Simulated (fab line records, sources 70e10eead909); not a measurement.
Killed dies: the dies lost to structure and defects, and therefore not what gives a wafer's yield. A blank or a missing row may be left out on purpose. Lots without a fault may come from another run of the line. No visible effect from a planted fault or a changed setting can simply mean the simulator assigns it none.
Comparing a struck lot with a sound one / flow nand-harc / 14 steps out of a route of 1159
Sound: wafers L945.1, L945.4, L945.5. Struck: wafers L942.1, L942.2, L942.3. Last of all comes the cause.
Per side, at each step with rows, come the tool, then ch with its chambers, and then its first start. Under that, the readings that differ: sound wafers / struck wafers / difference of the means / sigmas: that difference in standard deviations of wafers without a fault.
alike: same words and numbers on both sides, and readings whose means sit less than 2 such deviations apart. not compared: any withheld reading, any reading some wafer has no value for, any bound like >300 that may hide the same value, and any number with overlapping values for which the record gives no deviation.
A row with sigmas, a row that says differs or no value, or rows on one side alone: a step with any of these is where the two part. Non-overlapping numbers with no deviation appear without sigmas and do not part them. A reading that every wafer of one side lacks parts them only if that side has two wafers or more.

NHARC_A_SOURCE_PLATE_THK_MEAS_09: measures by ellipsometry.
  sound on film-metro-01, day 11 06:52; struck on film-metro-02, day 10 14:00
  alike: thk-nm
then, 3 steps without rows for these wafers: NHARC_A_SOURCE_PLATE_PVD_04 (deposits WSi2, target thk 50 nm); NHARC_A_SOURCE_PLATE_CVD_03 (deposits poly-Si, target thk 200 nm, time 4000 s); NHARC_A_SOURCE_PLATE_ANNEAL_05 (time 1800 s).
NHARC_A_SOURCE_PLATE_THK_MEAS_06: measures by ellipsometry.
  sound on film-metro-02, day 11 19:58; struck on film-metro-01, day 11 03:19
  alike: thk-nm
NHARC_A_SOURCE_PLATE_INSPECT_08:
  sound on defect-inspect-01, day 11 20:02; struck on defect-inspect-02, day 11 03:23
  alike: raw-defect-count
after that, 1 step with no rows for these wafers: NHARC_A_ONON_D1_DEP_00 (target thk 1000 nm).
NHARC_A_ONON_D1_THK_MEAS_02: measures by ellipsometry.
  sound on film-metro-01, day 11 20:37; struck on film-metro-01, day 11 03:57
  alike: thk-nm
after that, 1 step with no rows for these wafers: NHARC_A_ONON_D1_DEP_03 (target thk 1000 nm).
NHARC_A_ONON_D1_THK_MEAS_05: measures by ellipsometry.
  sound on film-metro-02, day 11 21:10; struck on film-metro-02, day 11 04:31
  alike: thk-nm
NHARC_A_ONON_D1_DEP_06: target thk 1000 nm.
  sound on pecvd-onon-04 ch 0, day 11 21:14; struck on pecvd-onon-03 ch 0, day 11 04:43
  alike: nh3-flow-sccm, sih4-flow-sccm
NHARC_A_ONON_D1_THK_MEAS_08: measures by ellipsometry.
  sound on film-metro-01, day 11 21:44; struck on film-metro-01, day 11 05:13
reading=thk-nm (nm); sound=995 995 997; struck=652 653 654; difference=-343; sigmas=-29
after that, 1 step with no rows for these wafers: NHARC_A_ONON_D1_DEP_09 (target thk 1000 nm).
-- the record jumps here: 11 days lie between the struck wafers' starts before and after (it left off in module A_ONON_D1 and takes up again in module END, whose first step shown is number 1159 of the route) --
NHARC_END_SORT_01:
  the record has rows for the struck wafers here (prober-02 ch 0, day 22 12:55) and none for the sound ones

== WHERE THEY PART ==
Earliest at NHARC_A_ONON_D1_THK_MEAS_08; latest, in this record, at NHARC_END_SORT_01.

WHY: what had been put in by the simulator
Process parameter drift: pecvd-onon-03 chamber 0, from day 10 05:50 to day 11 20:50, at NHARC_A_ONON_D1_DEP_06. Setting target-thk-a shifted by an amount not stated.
